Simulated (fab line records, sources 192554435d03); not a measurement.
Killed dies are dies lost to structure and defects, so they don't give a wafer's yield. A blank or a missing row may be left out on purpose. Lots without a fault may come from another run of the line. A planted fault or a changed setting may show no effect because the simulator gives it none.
Chamber matching | flow n5_finfet | N5_BEOL_M6_DEP_56 on pecvd-04: 3 sister chambers
The step deposits SiCN from 3MS/NH3, target thk 10 nm, time 17.5 s. 6 wafers are shown with their chamber, then 7 later ones without.

WAFERS WITH THEIR CHAMBER
wafer  | chamber | throttle_valve_pct (%) | showerhead_plenum_p_Torr (Torr)
L083.4 | 2       | 8.4                    | 3.658
L088.1 | 0       | 9.2                    | 3.658
L088.5 | 1       | 8.9                    | 3.668
L088.6 | 0       | 9.2                    | 3.659
L089.1 | 2       | 8.6                    | 3.656
L089.2 | 1       | 9.0                    | 3.663

WAFERS WITHOUT THEIR CHAMBER
wafer  | throttle_valve_pct (%) | showerhead_plenum_p_Torr (Torr)
L089.6 | 9.0                    | 3.665
L092.2 | 9.4                    | 3.648
L092.3 | 8.5                    | 3.660
L092.6 | 9.5                    | 3.652
L095.3 | 9.1                    | 3.662
L095.5 | 8.3                    | 3.661
L095.6 | 8.9                    | 3.661

WHICH CHAMBER EACH WENT THROUGH
wafer  | from the rows above     | in truth
L089.6 | 1                       | 1
L092.2 | 0                       | 0
L092.3 | 2                       | 2
L092.6 | 0                       | 0
L095.3 | can't be placed: 0 or 1 | 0
L095.5 | 2                       | 2
L095.6 | can't be placed: 1 or 0 | 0
Placed correctly: 5 of 7. Can't be placed from these rows: 2 (the true chamber is among the candidates in 2). Placed wrongly: 0.
How it was worked out, from the rows above alone: a wafer's distance from a chamber is the root of the sum, over the readings, of the square of ((its reading less the chamber's mean) divided by the reading's scatter). The wafer belongs to the nearest chamber; if the next one is less than 2 further off, it can't be placed. A chamber's mean is the mean of its shown wafers. The scatter: the root of (the sum of the squares of (reading less its chamber's mean) over the shown wafers, divided by (wafers less chambers)).
